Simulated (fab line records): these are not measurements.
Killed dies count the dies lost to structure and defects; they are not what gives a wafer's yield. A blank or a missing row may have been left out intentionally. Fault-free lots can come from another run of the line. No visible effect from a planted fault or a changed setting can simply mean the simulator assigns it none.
What tool caused it? | flow n5_finfet | Sampling: 24 lots, 72 wafers, 3 of 1938 route steps

## WHAT THE GAUGES READ, wafer by wafer
N5_MOL_CONTACT_COAG_CD_MEAS_99: target cd 17.2 nm. Usual: 17.1 nm for cd_nm, sd 0.31.
lot  | measured     | on        | cd_nm (nm)     | flag
L074 | day 4 13:25  | cd_sem-03 | 16.7 17.3 17.3 |
L075 | day 5 03:10  | cd_sem-02 | 17.8 17.3 17.7 |
L076 | day 5 05:11  | cd_sem-02 | 17.5 17.9 17.1 |
L077 | day 5 11:46  | cd_sem-03 | 17.3 17.6 17.3 |
L078 | day 5 19:41  | cd_sem-02 | 17.2 17.1 16.8 |
L079 | day 6 02:42  | cd_sem-03 | 17.1 17.3 17.1 |
L080 | day 6 11:47  | cd_sem-03 | 17.2 16.9 17.1 |
L081 | day 6 17:27  | cd_sem-03 | 17.4 17.1 17.5 |
L082 | day 6 20:30  | cd_sem-01 | 17.5 17.2 17.5 |
L083 | day 6 23:35  | cd_sem-03 | 17.3 16.9 17.0 |
L084 | day 7 06:19  | cd_sem-03 | 16.8 17.2 16.8 |
L085 | day 7 11:33  | cd_sem-02 | 17.3 16.8 16.7 |
L086 | day 7 17:42  | cd_sem-01 | 16.8 17.4 16.9 |
L087 | day 8 01:22  | cd_sem-02 | 17.1 17.1 16.9 |
L088 | day 8 06:38  | cd_sem-02 | 16.9 16.6 16.9 |
L089 | day 8 14:36  | cd_sem-03 | 16.9 17.2 17.4 |
L090 | day 8 19:51  | cd_sem-01 | 17.4 17.4 17.4 |
L091 | day 9 04:44  | cd_sem-02 | 17.4 17.1 17.4 |
L092 | day 9 07:28  | cd_sem-02 | 17.2 17.3 16.6 |
L093 | day 9 13:49  | cd_sem-02 | 16.9 17.0 16.4 |
L094 | day 9 17:32  | cd_sem-01 | 16.5 16.8 16.7 |
L095 | day 9 23:21  | cd_sem-01 | 17.2 17.0 17.3 |
L096 | day 10 08:02 | cd_sem-02 | 17.5 17.3 17.0 |
L097 | day 10 15:38 | cd_sem-03 | 17.3 17.1 17.7 |

## EACH LOT AND THE TOOL THAT RAN IT (in order: tool; ch and the chambers of the sampled wafers; start)
lot  | N5_GATE_CUT_VAPOR_ETCH_51         | N5_MOL_CONTACT_COAG_ETCH_106
L074 | rie_metal-02 ch 0,1, day 4 09:45  | rie_diel-05 ch 0,3, day 4 13:06
L075 | rie_metal-01 ch 0,1, day 4 22:58  | rie_diel-04 ch 0,1,3, day 5 02:51
L076 | rie_metal-03 ch 0,1, day 5 01:38  | rie_diel-04 ch 1,3, day 5 04:52
L077 | rie_metal-02 ch 0,1, day 5 07:48  | rie_diel-05 ch 2,3, day 5 11:27
L078 | rie_metal-03 ch 0,1, day 5 14:26  | rie_diel-05 ch 2,3, day 5 19:22
L079 | rie_metal-01 ch 0,1, day 5 22:20  | rie_diel-04 ch 0,2, day 6 02:23
L080 | rie_metal-02 ch 0,1, day 6 07:55  | rie_diel-04 ch 0,1,3, day 6 11:29
L081 | rie_metal-02 ch 0,1, day 6 13:45  | rie_diel-05 ch 1,2,3, day 6 17:08
L082 | rie_metal-03 ch 0,1, day 6 16:30  | rie_diel-01 ch 0,1,3, day 6 20:11
L083 | rie_metal-01 ch 1, day 6 19:39    | rie_diel-01 ch 1,2,3, day 6 23:16
L084 | rie_metal-01 ch 0,1, day 7 02:46  | rie_diel-01 ch 0,1, day 7 05:59
L085 | rie_metal-01 ch 0,1, day 7 07:34  | rie_diel-01 ch 0,1,2, day 7 11:14
L086 | rie_metal-02 ch 0,1, day 7 13:44  | rie_diel-04 ch 0,2, day 7 17:17
L087 | rie_metal-01 ch 0,1, day 7 21:24  | rie_diel-05 ch 0,3, day 8 01:02
L088 | rie_metal-01 ch 1, day 8 02:57    | rie_diel-01 ch 0,1, day 8 06:19
L089 | rie_metal-03 ch 0,1, day 8 10:41  | rie_diel-01 ch 0,2,3, day 8 14:17
L090 | rie_metal-03 ch 0,1, day 8 14:32  | rie_diel-04 ch 1,3, day 8 19:32
L091 | rie_metal-03 ch 0,1, day 8 22:46  | rie_diel-04 ch 0,2,3, day 9 04:25
L092 | rie_metal-02 ch 0,1, day 9 03:25  | rie_diel-05 ch 0,1, day 9 07:10
L093 | rie_metal-01 ch 0,1, day 9 09:44  | rie_diel-05 ch 0,1,3, day 9 13:29
L094 | rie_metal-03 ch 0,1, day 9 13:40  | rie_diel-05 ch 0,3, day 9 17:14
L095 | rie_metal-02 ch 0, day 9 19:40    | rie_diel-05 ch 1,2,3, day 9 23:02
L096 | rie_metal-01 ch 0,1, day 10 04:22 | rie_diel-04 ch 1,2,3, day 10 07:43
L097 | rie_metal-03 ch 1, day 10 11:44   | rie_diel-04 ch 1,2, day 10 15:19
- N5_GATE_CUT_VAPOR_ETCH_51: etches HfO2 in BCl3/Cl2.
- N5_MOL_CONTACT_COAG_ETCH_106: etches SOC in N2/H2, target depth 80 nm, overetch 16 nm, time 120 s.

## AS READ BY THE TOOLS THEMSELVES (means over the sampled wafers that have a number; for cases with no such wafer, the mark the record gives instead)
N5_GATE_CUT_VAPOR_ETCH_51. Usual: drypump_motor_current_A 5.5 A, standard deviation 0.38; oes_product_au 0.79 a.u., standard deviation 0.081.
lot  | tool         | drypump_motor_current_A (A) | oes_product_au (a.u.) | flag
L074 | rie_metal-02 | 5.4                         | 0.82                  |
L075 | rie_metal-01 | 5.8                         | 0.81                  |
L076 | rie_metal-03 | 5.4                         | 0.86                  |
L077 | rie_metal-02 | 5.3                         | 0.85                  |
L078 | rie_metal-03 | 5.4                         | 0.85                  |
L079 | rie_metal-01 | 5.8                         | 0.81                  |
L080 | rie_metal-02 | 5.4                         | 0.81                  |
L081 | rie_metal-02 | 5.4                         | 0.80                  |
L082 | rie_metal-03 | 5.1                         | 0.76                  |
L083 | rie_metal-01 | 6.0                         | 0.83                  |
L084 | rie_metal-01 | 5.8                         | 0.79                  |
L085 | rie_metal-01 | 5.8                         | 0.80                  |
L086 | rie_metal-02 | 5.4                         | 0.83                  |
L087 | rie_metal-01 | 5.5                         | 0.76                  |
L088 | rie_metal-01 | 6.1                         | 0.81                  |
L089 | rie_metal-03 | 5.4                         | 0.82                  |
L090 | rie_metal-03 | 5.1                         | 0.75                  |
L091 | rie_metal-03 | 5.4                         | 0.81                  |
L092 | rie_metal-02 | 5.4                         | 0.80                  |
L093 | rie_metal-01 | 5.8                         | 0.78                  |
L094 | rie_metal-03 | 5.1                         | 0.74                  |
L095 | rie_metal-02 | 5.5                         | 0.75                  |
L096 | rie_metal-01 | 5.5                         | 0.76                  |
L097 | rie_metal-03 | 5.6                         | 0.87                  |

N5_MOL_CONTACT_COAG_ETCH_106. Usual: value, then standard deviation, for each; drypump_motor_current_A 6.0 A / 0.49; n2_flow_sccm 200.0 sccm / 0.64; oes_product_au 0.70 a.u. / 0.068; rf_vpp_V 524.2 V / 2.5; showerhead_plenum_p_Torr 2.55 Torr / 0.082; temp_c 40.00 C / 0.11; throttle_valve_pct 17.76 % / 0.23.
lot  | tool        | drypump_motor_current_A (A) | n2_flow_sccm (sccm) | oes_product_au (a.u.) | rf_vpp_V (V) | showerhead_plenum_p_Torr (Torr) | temp_c (C) | throttle_valve_pct (%) | flag
L074 | rie_diel-05 | 5.6                         | 200.5               | 0.75                  | 526.1        | 2.61                            | 40.01      | 17.64                  |
L075 | rie_diel-04 | 6.0                         | 200.7               | 0.68                  | 524.2        | 2.54                            | 39.99      | 17.74                  |
L076 | rie_diel-04 | 5.7                         | 200.3               | 0.70                  | 525.5        | 2.59                            | 39.96      | 17.88                  |
L077 | rie_diel-05 | 6.2                         | 200.2               | 0.72                  | 525.5        | 2.60                            | 40.08      | 17.72                  |
L078 | rie_diel-05 | 5.9                         | 200.2               | 0.72                  | 526.8        | 2.63                            | 39.96      | 17.74                  |
L079 | rie_diel-04 | 6.0                         | 199.5               | 0.62                  | 523.9        | 2.55                            | 39.93      | 17.63                  |
L080 | rie_diel-04 | 6.0                         | 200.4               | 0.67                  | 523.8        | 2.53                            | 40.02      | 17.75                  |
L081 | rie_diel-05 | 6.2                         | 199.6               | 0.68                  | 525.2        | 2.61                            | 39.96      | 17.77                  |
L082 | rie_diel-01 | 5.7                         | 199.9               | 0.74                  | 523.8        | 2.53                            | 40.10      | 18.00                  |
L083 | rie_diel-01 | 6.1                         | 199.5               | 0.69                  | 523.1        | 2.50                            | 39.92      | 17.91                  |
L084 | rie_diel-01 | 6.2                         | 200.5               | 0.79                  | 524.9        | 2.58                            | 40.03      | 18.14                  |
L085 | rie_diel-01 | 6.2                         | 199.7               | 0.74                  | 525.4        | 2.56                            | 40.03      | 18.00                  |
L086 | rie_diel-04 | 6.3                         | 199.4               | 0.62                  | 522.5        | 2.48                            | 39.92      | 17.66                  |
L087 | rie_diel-05 | 5.6                         | 199.8               | 0.73                  | 523.9        | 2.53                            | 39.93      | 17.61                  |
L088 | rie_diel-01 | 6.2                         | 199.7               | 0.78                  | 524.6        | 2.58                            | 40.01      | 18.16                  |
L089 | rie_diel-01 | 5.7                         | 200.4               | 0.68                  | 522.2        | 2.50                            | 40.01      | 17.90                  |
L090 | rie_diel-04 | 5.7                         | 200.0               | 0.66                  | 525.3        | 2.60                            | 39.95      | 17.76                  |
L091 | rie_diel-04 | 6.0                         | 200.1               | 0.70                  | 522.2        | 2.54                            | 39.96      | 17.53                  |
L092 | rie_diel-05 | 6.0                         | 199.9               | 0.83                  | 524.7        | 2.56                            | 39.97      | 17.44                  |
L093 | rie_diel-05 | 5.8                         | 199.7               | 0.76                  | 524.9        | 2.57                            | 39.86      | 17.59                  |
L094 | rie_diel-05 | 5.6                         | 199.1               | 0.71                  | 522.8        | 2.52                            | 39.99      | 17.63                  |
L095 | rie_diel-05 | 6.1                         | 200.4               | 0.74                  | 525.6        | 2.60                            | 39.85      | 17.69                  |
L096 | rie_diel-04 | 5.7                         | 200.2               | 0.71                  | 524.1        | 2.59                            | 40.07      | 17.69                  |
L097 | rie_diel-04 | 5.8                         | 199.8               | 0.76                  | 524.8        | 2.58                            | 39.90      | 17.60                  |

## THE ANSWER, worked out from the rows above alone
Rule: a lot is off if the mean of its wafers that have a number lies more than 3 standard deviations from the usual mean. A lot without any number at a reading at which 4 lots or more have one is off too. All remaining lots with rows at the step are treated as sound. Order of review: gauges by route order, followed by the tools' own readings, for which a lot's mean as printed above is used. The first step at which some lot is off is used, and at that step the reading that is off furthest; a lot without a number counts as furthest.
No lot is off on any of the readings shown, so nothing can be concluded from this.

## WHAT THE SIMULATOR HAD INSERTED
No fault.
